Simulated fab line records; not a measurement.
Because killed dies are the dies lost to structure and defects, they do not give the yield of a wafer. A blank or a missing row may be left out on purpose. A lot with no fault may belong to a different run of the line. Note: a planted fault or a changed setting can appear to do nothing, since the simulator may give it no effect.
fab line records | flow nand-harc
record lots=24 wafers=72 last-day=25
route steps=1159 shown A_STAIRCASE@555
lots that met no fault: taken from a fault-free run of the same line
start-h: hours from the record's opening day to when the first of the lot's shown wafers began | wait-h: hours since the lot's step before | " unchanged from the row above | L1.1+2: a single row standing in for several wafers | - no value present, or no start provided | * or withheld: withheld | < > ~ a bound
route shown NAME@n: NAME is a module with steps in the file, n the number in the route of the first one | usual: mean/standard deviation of fault-free wafers | same: alike in all rows | chamber/n: place in a boat | sites: the reading at each site | _std_site: standard deviation of those values | _edge_site: mean of outer sites minus mean of inner sites | radius-mm: how far each site lies from the wafer's centre | mask NAME#n: copy n | behind: the most recent tool/chamber to have shaped the wafer | hold: the reason the lot was held/the length of the hold in hours/how it ended | device: names the non-switching transistor (n, p or np) | end of line: the tests these same wafers got at the end of their route | where a step has no rows: the recipe by itself | killed: the dies lost at the first sort to structure and to defects; this is not the yield of the wafer | map: a wafer's dies, marking killed ones x, the rest . and places with no die _
set.NAME: the setting as run; set.NAME@STEP: as run at that earlier step | model.NAME: the simulator's own value behind a step, which no gauge read
a sample of lots followed through the steps of the route, with each step as a table and each wafer as a row
services: the hour from which a tool's chamber was out of use, counted from the record's first day as start-h (under 0 if before that day), plus the number of hours and why
## steps
# step NHARC_A_STAIRCASE_ETCH_19
# recipe target-depth-a=1000 time-s=40.5 ion-energy-ev=400 c4f8-flow-sccm=20 o2-flow-sccm=10 ar-flow-sccm=withheld rf-w=600 bias-w=1000 chemistry=C4F8/O2
# usual oes-product-au=0.941/0.01 rf-vpp-V=898/4.1
# same time-s=40.5
# columns lot.wafer tool chamber start-h wait-h oes-product-au rf-hours-counter-h rf-vpp-V
L074.1 rie-diel-12 0 - - 0.937 9 894
L074.2 " 1 " " 0.944 9 893
L074.5 " 3 " " 0.943 - 903
L076.1 rie-diel-04 3 - - 0.954 42 897
L076.5 " 1 " " 0.962 - 899
L076.6 " 2 " " 0.942 - 897
L075.2 rie-diel-12 3 - - 0.943 12 902
L075.1 " 2 " " 0.928 13 905
L075.4 " 3 " " 0.947 - 902
L079.1 rie-diel-12 2 - - 0.938 17 905
L079.4 " 1 " " 0.944 16 892
L079.6 " 2 " " 0.941 - 904
L077.1 rie-diel-12 3 - - 0.943 15 904
L077.3 " 0 " " 0.935 12 893
L077.6 " 1 " " 0.932 - 895
L078.3 rie-diel-04 0 - - 0.927 51 897
L078.4 " 2 " " 0.930 55 897
L078.5 " 3 " " 0.933 - 895
L081.4 rie-diel-08 1 - - 0.942 47 903
L081.3 " 2 " " 0.940 52 903
L081.2 " 3 " " 0.946 51 901
L082.2 rie-diel-04 1 - - 0.939 61 900
L082.3 " 2 " " 0.928 59 897
L082.5 " 0 " " 0.941 - 899
L080.1 rie-diel-04 3 - - 0.940 55 895
L080.5 " 2 " " 0.952 - 898
L080.6 " 3 " " 0.938 - 894
L083.2 rie-diel-12 1 - - 0.933 28 892
L083.3 " 3 " " 0.939 27 903
L083.5 " 0 " " 0.944 - 893
L084.1 rie-diel-12 2 - - 0.934 28 903
L084.4 " 3 " " 0.929 27 901
L084.6 " 1 " " 0.931 - 893
L088.3 rie-diel-12 3 - - 0.926 35 902
L088.6 " 2 " " 0.933 - 903
L088.5 " 3 " " 0.941 - 903
L085.3 rie-diel-08 2 - - 0.934 1 903
L085.2 " 0 " " 0.948 1 894
L085.6 " 2 " " 0.931 - 901
L087.1 rie-diel-12 1 - - 0.930 35 892
L087.3 " 3 " " 0.934 35 901
L087.5 " 1 " " 0.920 - 893
L086.1 rie-diel-04 3 - - 0.948 5 895
L086.6 " 3 " " 0.946 - 894
L086.5 " 0 " " 0.940 - 897
L089.1 rie-diel-08 3 - - 0.942 9 901
L089.3 " 0 " " 0.959 10 895
L089.6 " 3 " " 0.941 - 900
L092.2 rie-diel-04 2 - - 0.941 12 895
L092.4 " 0 " " 0.937 14 897
L092.5 " 2 " " 0.947 - 896
L093.4 rie-diel-08 3 - - 0.933 12 900
L093.5 " 2 " " 0.944 - 902
L093.6 " 3 " " 0.943 - 898
L090.1 rie-diel-12 3 - - 0.926 47 900
L090.2 " 1 " " 0.934 47 894
L090.6 " 3 " " 0.932 - 901
L091.3 rie-diel-08 0 - - 0.946 15 893
L091.1 " 2 " " 0.947 9 902
L091.4 " 0 " " 0.940 - 895
L095.1 rie-diel-12 3 - - 0.938 54 902
L095.4 " 1 " " 0.930 54 893
L095.2 " 2 " " 0.939 54 904
L094.4 rie-diel-04 2 - - 0.950 20 898
L094.3 " 3 " " 0.962 23 895
L094.5 " 1 " " 0.933 - 899
L097.1 rie-diel-12 0 - - 0.943 55 892
L097.5 " 3 " " 0.942 - 904
L097.6 " 0 " " 0.955 - 893
L096.3 rie-diel-04 2 - - 0.950 22 895
L096.5 " 1 " " 0.938 - 899
L096.6 " 2 " " 0.957 - 896
# step NHARC_A_STAIRCASE_ETCH_27
# recipe target-depth-a=1000 time-s=40.5 ion-energy-ev=400 c4f8-flow-sccm=20 o2-flow-sccm=10 ar-flow-sccm=withheld rf-w=600 bias-w=1000 chemistry=C4F8/O2
# usual oes-product-au=0.945/0.014 rf-vpp-V=898/3.9
# same time-s=40.5
# columns lot.wafer tool chamber start-h wait-h oes-product-au rf-hours-counter-h rf-vpp-V
L074.1 rie-diel-12 1 - - 0.929 10 894
L074.2 " 3 " " 0.945 9 904
L074.5 " 1 " " 0.925 - 893
L076.1 rie-diel-04 0 - - 0.947 43 899
L076.5 " 1 " " 0.930 - 900
L076.6 " 2 " " 0.931 - 898
L075.4 rie-diel-12 3 - - 0.944 12 902
L075.1 " 0 " " 0.968 9 894
L075.2 " 1 " " 0.948 14 893
L079.4 rie-diel-12 3 - - 0.945 16 903
L079.1 " 0 " " 0.940 12 892
L079.6 " 0 " " 0.943 - 892
L077.1 rie-diel-08 1 - - 0.946 42 903
L077.3 " 3 " " 0.936 45 900
L077.6 " 1 " " 0.948 - 903
L078.4 rie-diel-12 1 - - 0.939 18 893
L078.3 " 2 " " 0.943 19 905
L078.5 " 0 " " 0.951 - 894
L081.4 rie-diel-08 3 - - 0.946 52 902
L081.2 " 0 " " 0.970 51 894
L081.3 " 1 " " 0.945 47 902
L082.3 rie-diel-04 2 - - 0.943 60 898
L082.2 " 3 " " 0.957 54 895
L082.5 " 0 " " 0.950 - 897
L080.1 rie-diel-04 3 - - 0.952 55 895
L080.5 " 1 " " 0.953 - 899
L080.6 " 2 " " 0.937 - 897
L083.3 rie-diel-12 1 - - 0.936 29 896
L083.2 " 2 " " 0.946 29 905
L083.5 " 3 " " 0.941 - 903
L084.1 rie-diel-08 0 - - 0.951 56 894
L084.4 " 2 " " 0.931 57 901
L084.6 " 0 " " 0.950 - 894
L085.3 rie-diel-04 2 - - 0.966 4 898
L085.2 " 3 " " 0.959 5 897
L085.6 " 1 " " 0.952 - 901
L088.3 rie-diel-08 1 - - 0.946 3 902
L088.6 " 2 " " 0.927 - 901
L088.5 " 3 " " 0.920 - 900
L087.1 rie-diel-08 3 - - 0.948 2 900
L087.3 " 1 " " 0.954 3 904
L087.5 " 2 " " 0.937 - 902
L086.1 rie-diel-12 1 - - 0.931 37 894
L086.6 " 2 " " 0.948 - 903
L086.5 " 3 " " 0.926 - 903
L089.3 rie-diel-04 3 - - 0.965 11 896
L089.1 " 0 " " 0.946 12 898
L089.6 " 0 " " 0.939 - 896
L092.2 rie-diel-12 0 - - 0.934 40 892
L092.4 " 1 " " 0.919 44 891
L092.5 " 3 " " 0.938 - 902
L093.4 rie-diel-04 0 - - 0.924 16 896
L093.5 " 2 " " 0.951 - 897
L093.6 " 3 " " 0.955 - 894
L091.1 rie-diel-04 1 - - 0.934 16 899
L091.3 " 2 " " 0.919 15 897
L091.4 " 3 " " 0.928 17 894
L090.2 rie-diel-08 1 - - 0.998 13 903
L090.1 " 2 " " 0.933 11 902
L090.6 " 0 " " 0.957 - 892
L095.1 rie-diel-08 2 - - 0.950 17 900
L095.2 " 3 " " 0.950 21 900
L095.4 " 0 " " 0.973 22 893
L094.4 rie-diel-12 3 - - 0.932 55 902
L094.3 " 0 " " 0.941 52 892
L094.5 " 2 " " 0.937 - 904
L097.1 rie-diel-08 0 - - 0.952 25 893
L097.6 " 1 " " 0.957 - 901
L097.5 " 2 " " 0.941 - 901
L096.3 rie-diel-04 2 - - 0.951 23 897
L096.5 " 2 " " 0.947 - 896
L096.6 " 3 " " 0.959 - 896
# step NHARC_A_STAIRCASE_DESCUM_219
# recipe time-s=3 o2-flow-sccm=200 ar-flow-sccm=0 bias-power-w=0 chemistry=O2
# usual drypump-motor-current-A=5.62/0.3 mfc-ar-sccm=0.005/0.009 oes-product-au=0.999/0.0096 rf-vpp-V=57.8/0.87 showerhead-plenum-p-Torr=1.95/0.072 throttle-valve-pct=11.311/0.0086
# same time-s=3
# columns lot.wafer tool chamber start-h wait-h drypump-motor-current-A mfc-ar-sccm oes-product-au rf-hours-counter-h rf-vpp-V showerhead-plenum-p-Torr throttle-valve-pct
L074.2 rie-diel-08 2 251.56 - 5.51 0 1.001 43 57.0 2.02 11.309
L074.1 " 3 " " 6.15 0 0.999 41 57.9 1.99 11.303
L074.5 " 2 " " 5.52 0 0.993 - 57.8 2.02 11.310
L076.1 rie-diel-08 0 253.71 - 5.20 0.030 1.023 43 57.1 1.88 11.329
L076.5 " 3 " " 6.19 0 0.997 - 56.8 1.99 11.318
L076.6 " 0 " " 5.22 0.030 1.018 - 57.7 1.88 11.301
L075.2 rie-diel-12 2 261.01 - 5.58 0 0.994 17 59.7 2.05 11.315
L075.1 " 3 " " 5.20 0 1.005 16 57.4 2.02 11.309
L075.4 " 0 " " 5.67 0.019 0.997 12 57.4 1.87 11.301
L079.1 rie-diel-04 3 265.10 - 5.74 0 0.994 49 57.0 1.90 11.307
L079.4 " 1 " " 5.61 0 1.001 57 57.0 1.97 11.314
L079.6 " 0 " " 5.56 0 0.983 - 57.3 1.94 11.315
L077.3 rie-diel-12 3 265.32 - 5.19 0 0.995 18 59.2 2.02 11.310
L077.1 " 0 " " 5.62 0.019 1.006 14 56.2 1.86 11.305
L077.6 " 3 " " 5.16 0 0.998 - 58.9 2.02 11.303
L078.4 rie-diel-12 0 272.85 - 5.65 0.019 1.006 17 57.3 1.86 11.308
L078.3 " 1 " " 5.99 0.004 0.997 22 57.8 1.87 11.314
L078.5 " 0 " " 5.65 0.019 1.004 - 56.9 1.86 11.310
L081.3 rie-diel-12 3 279.65 - 5.20 0 1.011 23 58.6 2.02 11.295
L081.2 " 1 " " 6.02 0.004 1.011 24 58.5 1.87 11.310
L081.4 " 2 " " 5.56 0 0.996 24 58.7 2.05 11.311
L082.2 rie-diel-12 1 287.12 - 5.99 0.004 0.987 26 58.2 1.87 11.302
L082.3 " 0 " " 5.62 0.019 0.994 22 58.5 1.86 11.317
L082.5 " 1 " " 5.98 0.004 1.003 - 57.2 1.87 11.313
L080.1 rie-diel-12 0 291.32 - 5.62 0.019 0.990 24 58.1 1.86 11.325
L080.6 " 1 " " 6.00 0.004 1.001 - 57.1 1.87 11.315
L080.5 " 2 " " 5.54 0 1.005 - 58.4 2.04 11.310
L083.3 rie-diel-12 2 297.18 - 5.54 0 1.000 31 57.9 2.04 11.311
L083.2 " 3 " " 5.21 0 0.998 30 57.1 2.02 11.314
L083.5 " 2 " " 5.53 0 1.008 - 57.3 2.04 11.307
L084.1 rie-diel-12 3 299.36 - 5.20 0 0.996 31 58.0 2.02 11.304
L084.4 " 2 " " 5.56 0 1.000 33 58.8 2.04 11.320
L084.6 " 0 " " 5.62 0.019 1.002 - 58.2 1.86 11.313
L085.3 rie-diel-12 2 324.21 - 5.53 0 0.995 40 57.6 2.04 11.321
L085.2 " 3 " " 5.19 0 0.978 39 58.3 2.01 11.316
L085.6 " 0 " " 5.65 0.019 0.988 - 58.2 1.86 11.306
L088.3 rie-diel-08 3 324.97 - 6.19 0 1.005 5 58.4 1.98 11.309
L088.6 " 0 " " 5.23 0.030 1.019 - 56.9 1.88 11.314
L088.5 " 1 " " 5.70 0 1.003 - 58.5 2.02 11.300
L087.3 rie-diel-04 0 326.15 - 5.53 0 0.987 10 57.0 1.93 11.306
L087.1 " 1 " " 5.61 0 1.008 8 57.4 1.97 11.302
L087.5 " 0 " " 5.54 0 0.996 - 57.5 1.93 11.303
L086.1 rie-diel-12 0 329.18 - 5.68 0.019 0.992 37 57.0 1.86 11.326
L086.6 " 1 " " 5.97 0.004 0.987 - 57.5 1.86 11.311
L086.5 " 2 " " 5.55 0 1.004 - 58.0 2.04 11.317
L089.1 rie-diel-12 3 336.98 - 5.15 0 0.999 44 60.3 2.01 11.317
L089.3 " 0 " " 5.64 0.019 0.998 39 56.6 1.86 11.312
L089.6 " 3 " " 5.15 0 0.995 - 57.9 2.01 11.314
L092.2 rie-diel-12 0 344.00 - 5.66 0.019 0.988 43 57.5 1.86 11.301
L092.4 " 2 " " 5.55 0 0.987 48 57.8 2.04 11.314
L092.5 " 3 " " 5.20 0 0.997 - 59.2 2.01 11.298
L093.4 rie-diel-04 3 345.85 - 5.77 0 1.019 17 56.4 1.89 11.308
L093.5 " 1 " " 5.64 0 1.014 - 57.0 1.97 11.329
L093.6 " 2 " " 6.16 0 0.994 - 58.1 1.92 11.317
L091.4 rie-diel-12 2 351.98 - 5.57 0 1.003 52 58.6 2.04 11.309
L091.1 " 0 " " 5.64 0.019 0.997 47 57.6 1.85 11.307
L091.3 " 1 " " 5.98 0.004 0.990 50 56.4 1.86 11.337
L090.1 rie-diel-12 2 352.48 - 5.57 0 0.983 52 58.0 2.04 11.305
L090.2 " 1 " " 5.98 0.004 0.988 51 57.4 1.86 11.322
L090.6 " 3 " " 5.19 0 0.984 - 58.4 2.01 11.308
L095.1 rie-diel-08 3 367.85 - 6.17 0 1.001 22 57.2 1.98 11.302
L095.2 " 0 " " 5.22 0.030 1.018 23 57.2 1.87 11.306
L095.4 " 1 " " 5.70 0 1.012 20 57.8 2.02 11.305
L094.3 rie-diel-08 1 370.50 - 5.70 0 1.005 20 56.8 2.02 11.304
L094.4 " 2 " " 5.49 0 1.001 18 57.4 2.01 11.333
L094.5 " 1 " " 5.70 0 0.996 - 57.7 2.02 11.315
L097.1 rie-diel-04 0 383.77 - 5.55 0 0.984 32 57.6 1.93 11.304
L097.5 " 0 " " 5.54 0 0.985 - 57.6 1.93 11.307
L097.6 " 1 " " 5.65 0 0.995 - 58.3 1.96 11.307
L096.3 rie-diel-04 3 383.82 - 5.75 0 1.011 28 56.8 1.89 11.310
L096.6 " 3 " " 5.74 0 1.014 - 57.7 1.89 11.321
L096.5 " 0 " " 5.53 0 0.976 - 58.1 1.93 11.316
# step NHARC_A_STAIRCASE_TRIM_224
# recipe time-s=211.2 o2-flow-sccm=500 ar-flow-sccm=0 bias-w=0 chemistry=O2
# usual drypump-motor-current-A=5.7/0.31 mfc-ar-sccm=0.005/0.0092 oes-product-au=0.998/0.0095 rf-vpp-V=57.9/0.85 showerhead-plenum-p-Torr=3.58/0.12 throttle-valve-pct=17.038/0.0093
# same time-s=211.2
# columns lot.wafer tool chamber start-h wait-h drypump-motor-current-A mfc-ar-sccm oes-product-au rf-hours-counter-h rf-vpp-V showerhead-plenum-p-Torr throttle-valve-pct
L074.1 rie-diel-08 1 - - 5.7 0 1.005 40 57.7 3.73 17.020
L074.2 " 3 " " 6.2 0 1.013 42 57.0 3.66 17.033
L074.5 " 1 " " 5.7 0 1.003 - 58.9 3.73 17.034
L076.1 rie-diel-08 0 - - 5.2 0.030 1.020 44 56.0 3.48 17.030
L076.5 " 3 " " 6.2 0 0.989 - 58.9 3.66 17.046
L076.6 " 0 " " 5.2 0.030 1.023 - 57.2 3.48 17.041
L075.2 rie-diel-12 1 - - 6.0 0.004 0.993 17 57.2 3.46 17.029
L075.4 " 2 " " 5.5 0 0.989 17 58.6 3.76 17.040
L075.1 " 3 " " 5.2 0 0.997 16 57.9 3.71 17.040
L079.4 rie-diel-04 2 - - 6.2 0 0.985 56 57.8 3.55 17.025
L079.1 " 3 " " 5.8 0 1.001 50 57.3 3.51 17.035
L079.6 " 3 " " 5.8 0 1.004 - 57.9 3.51 17.031
L077.1 rie-diel-12 2 - - 5.5 0 0.997 21 57.4 3.76 17.029
L077.3 " 3 " " 5.2 0 0.997 19 59.2 3.71 17.031
L077.6 " 0 " " 5.6 0.019 0.988 - 56.9 3.44 17.046
L078.4 rie-diel-12 2 - - 5.6 0 0.983 23 57.2 3.76 17.040
L078.3 " 0 " " 5.7 0.019 0.979 17 55.8 3.44 17.042
L078.5 " 3 " " 5.2 0 0.995 - 58.7 3.71 17.026
L081.2 rie-diel-12 0 - - 5.7 0.019 0.996 20 57.4 3.44 17.052
L081.4 " 1 " " 6.0 0.004 0.988 24 56.7 3.45 17.033
L081.3 " 2 " " 5.5 0 0.988 25 57.7 3.76 17.020
L082.2 rie-diel-12 1 - - 6.0 0.004 1.001 27 59.2 3.45 17.044
L082.3 " 2 " " 5.5 0 1.002 26 59.8 3.75 17.032
L082.5 " 0 " " 5.7 0.019 0.996 - 58.8 3.44 17.041
L080.1 rie-diel-12 3 - - 5.2 0 0.996 28 57.9 3.71 17.047
L080.5 " 1 " " 6.0 0.004 1.002 - 57.2 3.45 17.042
L080.6 " 2 " " 5.6 0 1.003 - 59.4 3.75 17.049
L083.3 rie-diel-12 1 - - 6.0 0.004 0.990 32 58.0 3.45 17.041
L083.2 " 3 " " 5.2 0 0.987 31 58.4 3.70 17.044
L083.5 " 1 " " 6.0 0.004 0.982 - 57.8 3.45 17.025
L084.4 rie-diel-12 0 - - 5.6 0.019 0.996 28 57.1 3.44 17.061
L084.1 " 1 " " 6.0 0.004 0.997 33 57.1 3.45 17.040
L084.6 " 3 " " 5.2 0 0.996 - 58.6 3.70 17.039
L085.2 rie-diel-12 1 - - 6.0 0.004 0.979 40 59.1 3.44 17.045
L085.3 " 2 " " 5.5 0 0.996 41 57.1 3.75 17.041
L085.6 " 2 " " 5.5 0 0.990 - 58.3 3.75 17.057
L087.3 rie-diel-04 3 - - 5.8 0 1.007 10 56.9 3.50 17.034
L087.1 " 0 " " 5.6 0 0.989 11 59.1 3.56 17.039
L087.5 " 1 " " 5.7 0 0.992 - 58.0 3.62 17.038
L088.3 rie-diel-08 1 - - 5.7 0 1.007 8 59.0 3.71 17.021
L088.5 " 3 " " 6.2 0 0.997 - 59.6 3.65 17.022
L088.6 " 0 " " 5.2 0.030 1.010 - 58.2 3.46 17.037
L086.1 rie-diel-12 3 - - 5.2 0 0.983 41 58.8 3.70 17.049
L086.5 " 0 " " 5.6 0.019 0.993 - 57.6 3.43 17.040
L086.6 " 1 " " 6.0 0.004 0.997 - 57.4 3.44 17.053
L089.3 rie-diel-12 3 - - 5.2 0 0.990 44 58.2 3.70 17.039
L089.1 " 2 " " 5.6 0 0.991 45 58.5 3.74 17.031
L089.6 " 3 " " 5.2 0 0.995 - 57.8 3.70 17.034
L092.4 rie-diel-12 2 - - 5.5 0 0.995 48 58.1 3.74 17.028
L092.2 " 1 " " 6.0 0.004 0.989 47 56.7 3.44 17.044
L092.5 " 2 " " 5.6 0 1.001 - 58.3 3.74 17.038
L093.4 rie-diel-04 1 - - 5.6 0 0.992 17 57.5 3.62 17.032
L093.5 " 2 " " 6.1 0 1.002 - 58.3 3.54 17.043
L093.6 " 3 " " 5.8 0 0.997 - 57.7 3.49 17.046
L091.4 rie-diel-12 0 - - 5.6 0.019 0.994 47 57.5 3.43 17.040
L091.3 " 1 " " 6.0 0.004 0.991 51 57.6 3.44 17.049
L091.1 " 3 " " 5.2 0 0.995 51 57.7 3.69 17.053
L090.1 rie-diel-12 2 - - 5.6 0 0.995 52 58.9 3.74 17.042
L090.2 " 3 " " 5.2 0 0.986 52 58.4 3.69 17.030
L090.6 " 2 " " 5.5 0 0.990 - 57.6 3.74 17.033
L095.1 rie-diel-08 0 - - 5.2 0.030 1.020 24 58.0 3.46 17.044
L095.4 " 2 " " 5.5 0 1.009 18 59.0 3.69 17.041
L095.2 " 3 " " 6.2 0 1.008 23 57.1 3.64 17.033
L094.4 rie-diel-08 3 - - 6.2 0 1.008 23 58.4 3.64 17.038
L094.3 " 1 " " 5.7 0 1.011 21 56.8 3.71 17.039
L094.5 " 3 " " 6.2 0 1.007 - 57.9 3.64 17.045
L097.1 rie-diel-04 3 - - 5.8 0 1.009 29 57.8 3.49 17.045
L097.5 " 3 " " 5.8 0 1.006 - 57.6 3.49 17.040
L097.6 " 0 " " 5.5 0 0.987 - 58.0 3.55 17.056
L096.3 rie-diel-04 0 - - 5.6 0 0.984 33 56.2 3.55 17.026
L096.6 " 2 " " 6.2 0 1.010 - 58.0 3.53 17.023
L096.5 " 3 " " 5.8 0 1.017 - 56.5 3.49 17.034
# step NHARC_A_STAIRCASE_ETCH_225
# recipe target-depth-a=1000 time-s=40.5 ion-energy-ev=400 c4f8-flow-sccm=20 o2-flow-sccm=10 ar-flow-sccm=withheld rf-w=600 bias-w=1000 chemistry=C4F8/O2
# usual oes-product-au=0.940/0.012 rf-vpp-V=898/4.5
# same time-s=40.5
# columns lot.wafer tool chamber start-h wait-h oes-product-au rf-hours-counter-h rf-vpp-V
L074.1 rie-diel-08 2 - - 0.930 44 901
L074.2 " 3 " " 0.957 42 902
L074.5 " 2 " " 0.934 - 903
L076.1 rie-diel-08 3 - - 0.940 43 900
L076.5 " 0 " " 0.962 - 894
L076.6 " 1 " " 0.966 - 903
L075.1 rie-diel-12 2 - - 0.933 17 905
L075.4 " 3 " " 0.945 17 902
L075.2 " 1 " " 0.936 17 894
L079.1 rie-diel-04 1 - - 0.947 57 901
L079.4 " 3 " " 0.947 50 897
L079.6 " 1 " " 0.951 - 898
L077.1 rie-diel-12 0 - - 0.916 15 892
L077.3 " 2 " " 0.928 21 905
L077.6 " 0 " " 0.924 - 893
L078.3 rie-diel-12 3 - - 0.927 21 902
L078.4 " 0 " " 0.943 17 893
L078.5 " 0 " " 0.941 - 893
L081.4 rie-diel-12 3 - - 0.949 24 904
L081.2 " 0 " " 0.948 20 893
L081.3 " 2 " " 0.942 25 904
L082.2 rie-diel-12 1 - - 0.933 27 894
L082.3 " 2 " " 0.928 26 905
L082.5 " 3 " " 0.945 - 902
L080.1 rie-diel-12 1 - - 0.943 29 894
L080.5 " 2 " " 0.934 - 904
L080.6 " 3 " " 0.951 - 903
L083.2 rie-diel-12 1 - - 0.924 32 893
L083.3 " 2 " " 0.928 32 903
L083.5 " 1 " " 0.924 - 893
L084.4 rie-diel-12 0 - - 0.963 28 891
L084.1 " 1 " " 0.956 33 892
L084.6 " 0 " " 0.940 - 893
L085.2 rie-diel-12 0 - - 0.945 36 891
L085.3 " 1 " " 0.933 40 893
L085.6 " 2 " " 0.940 - 903
L087.1 rie-diel-04 1 - - 0.945 9 899
L087.3 " 3 " " 0.941 10 895
L087.5 " 1 " " 0.921 - 900
L088.3 rie-diel-08 1 - - 0.954 8 904
L088.6 " 3 " " 0.950 - 901
L088.5 " 1 " " 0.958 - 901
L086.1 rie-diel-12 3 - - 0.927 41 901
L086.5 " 3 " " 0.929 - 901
L086.6 " 0 " " 0.944 - 893
L089.1 rie-diel-12 0 - - 0.934 40 893
L089.3 " 3 " " 0.931 44 902
L089.6 " 1 " " 0.932 - 892
L092.2 rie-diel-12 2 - - 0.937 49 903
L092.4 " 3 " " 0.925 49 903
L092.5 " 3 " " 0.923 - 902
L093.4 rie-diel-04 3 - - 0.939 18 895
L093.6 " 1 " " 0.923 - 899
L093.5 " 2 " " 0.922 - 896
L091.1 rie-diel-12 1 - - 0.934 51 892
L091.4 " 2 " " 0.934 52 903
L091.3 " 3 " " 0.943 52 902
L090.1 rie-diel-12 3 - - 0.931 52 902
L090.2 " 0 " " 0.941 47 892
L090.6 " 1 " " 0.938 - 892
L095.1 rie-diel-08 3 - - 0.954 23 900
L095.4 " 0 " " 0.954 24 892
L095.2 " 1 " " 0.942 20 902
L094.4 rie-diel-08 1 - - 0.961 21 902
L094.3 " 3 " " 0.949 23 902
L094.5 " 2 " " 0.962 - 901
L097.1 rie-diel-04 3 - - 0.939 29 895
L097.6 " 0 " " 0.923 - 897
L097.5 " 1 " " 0.934 - 899
L096.3 rie-diel-04 3 - - 0.956 29 895
L096.6 " 2 " " 0.949 - 896
L096.5 " 3 " " 0.958 - 893
# step NHARC_A_STAIRCASE_ETCH_227
# recipe target-depth-a=1000 time-s=40.5 ion-energy-ev=400 c4f8-flow-sccm=20 o2-flow-sccm=10 ar-flow-sccm=withheld rf-w=600 bias-w=1000 chemistry=C4F8/O2
# usual oes-product-au=0.938/0.011 rf-vpp-V=898/4.5
# same time-s=40.5
# columns lot.wafer tool chamber start-h wait-h oes-product-au rf-hours-counter-h rf-vpp-V
L074.2 rie-diel-08 1 - - 0.943 40 903
L074.1 " 3 " " 0.943 42 900
L074.5 " 0 " " 0.953 - 895
L076.1 rie-diel-08 1 - - 0.950 41 902
L076.6 " 3 " " 0.936 - 901
L076.5 " 0 " " 0.969 - 894
L075.4 rie-diel-12 1 - - 0.937 17 893
L075.2 " 3 " " 0.929 17 902
L075.1 " 0 " " 0.936 13 894
L079.4 rie-diel-04 3 - - 0.941 51 896
L079.1 " 0 " " 0.937 53 899
L079.6 " 2 " " 0.928 - 897
L077.1 rie-diel-12 3 - - 0.935 19 903
L077.3 " 2 " " 0.925 21 904
L077.6 " 3 " " 0.937 - 902
L078.4 rie-diel-12 0 - - 0.945 17 893
L078.3 " 2 " " 0.925 23 904
L078.5 " 3 " " 0.945 - 903
L081.4 rie-diel-12 2 - - 0.932 25 903
L081.2 " 0 " " 0.945 20 893
L081.3 " 1 " " 0.949 24 893
L082.2 rie-diel-12 0 - - 0.947 23 893
L082.3 " 3 " " 0.937 26 903
L082.5 " 0 " " 0.935 - 893
L080.1 rie-diel-12 0 - - 0.943 25 892
L080.6 " 1 " " 0.942 - 894
L080.5 " 2 " " 0.937 - 906
L083.3 rie-diel-12 1 - - 0.938 32 894
L083.2 " 3 " " 0.935 31 903
L083.5 " 1 " " 0.947 - 894
L084.1 rie-diel-12 1 - - 0.954 33 892
L084.4 " 0 " " 0.949 28 893
L084.6 " 1 " " 0.947 - 894
L085.2 rie-diel-12 3 - - 0.929 40 902
L085.3 " 1 " " 0.909 40 893
L085.6 " 3 " " 0.936 - 903
L087.3 rie-diel-04 1 - - 0.938 9 899
L087.1 " 3 " " 0.945 10 896
L087.5 " 1 " " 0.943 - 899
L088.3 rie-diel-08 3 - - 0.941 7 901
L088.6 " 0 " " 0.960 - 893
L088.5 " 3 " " 0.945 - 900
L086.1 rie-diel-12 2 - - 0.916 43 904
L086.5 " 1 " " 0.927 - 893
L086.6 " 2 " " 0.923 - 904
L089.3 rie-diel-12 3 - - 0.924 45 903
L089.1 " 0 " " 0.935 40 893
L089.6 " 1 " " 0.918 - 894
L092.2 rie-diel-12 0 - - 0.930 45 893
L092.4 " 1 " " 0.935 48 892
L092.5 " 3 " " 0.951 - 903
L093.4 rie-diel-04 1 - - 0.916 17 899
L093.5 " 1 " " 0.925 - 899
L093.6 " 2 " " 0.916 - 896
L091.4 rie-diel-12 1 - - 0.928 51 893
L091.1 " 2 " " 0.922 52 904
L091.3 " 3 " " 0.941 52 902
L090.2 rie-diel-12 1 - - 0.936 51 892
L090.1 " 0 " " 0.942 48 891
L090.6 " 1 " " 0.935 - 893
L095.2 rie-diel-08 1 - - 0.924 20 902
L095.4 " 3 " " 0.948 23 899
L095.1 " 0 " " 0.941 24 894
L094.4 rie-diel-08 3 - - 0.951 23 901
L094.3 " 0 " " 0.950 24 894
L094.5 " 1 " " 0.943 - 902
L097.1 rie-diel-04 1 - - 0.927 30 900
L097.5 " 3 " " 0.950 - 893
L097.6 " 0 " " 0.913 - 898
L096.3 rie-diel-04 0 - - 0.916 33 896
L096.5 " 0 " " 0.930 - 897
L096.6 " 1 " " 0.945 - 898
## services
# columns tool chamber start-h hours kind
rie-diel-12 1 235.84 2.4 repair
rie-diel-12 0 235.94 - clean
rie-diel-12 2 235.94 - clean
rie-diel-12 3 235.94 - clean
rie-diel-12 0 245.72 8.6 repair
rie-diel-12 0 260.44 - clean
rie-diel-12 1 260.44 - clean
rie-diel-12 2 260.44 - clean
rie-diel-12 3 260.44 - clean
rie-diel-12 0 285.58 - clean
rie-diel-12 1 285.58 - clean
rie-diel-12 2 285.58 - clean
rie-diel-12 3 285.58 - clean
rie-diel-04 - 288.92 9.0 pm
rie-diel-08 - 301.86 9.0 pm
rie-diel-12 0 310.08 - clean
rie-diel-12 1 310.08 - clean
rie-diel-12 2 310.08 - clean
rie-diel-12 3 310.08 - clean
rie-diel-08 - 312.16 1.9 repair
rie-diel-12 0 334.61 - clean
rie-diel-12 1 334.61 - clean
rie-diel-12 2 334.61 - clean
rie-diel-08 1 338.56 8.3 repair
## key
fault none
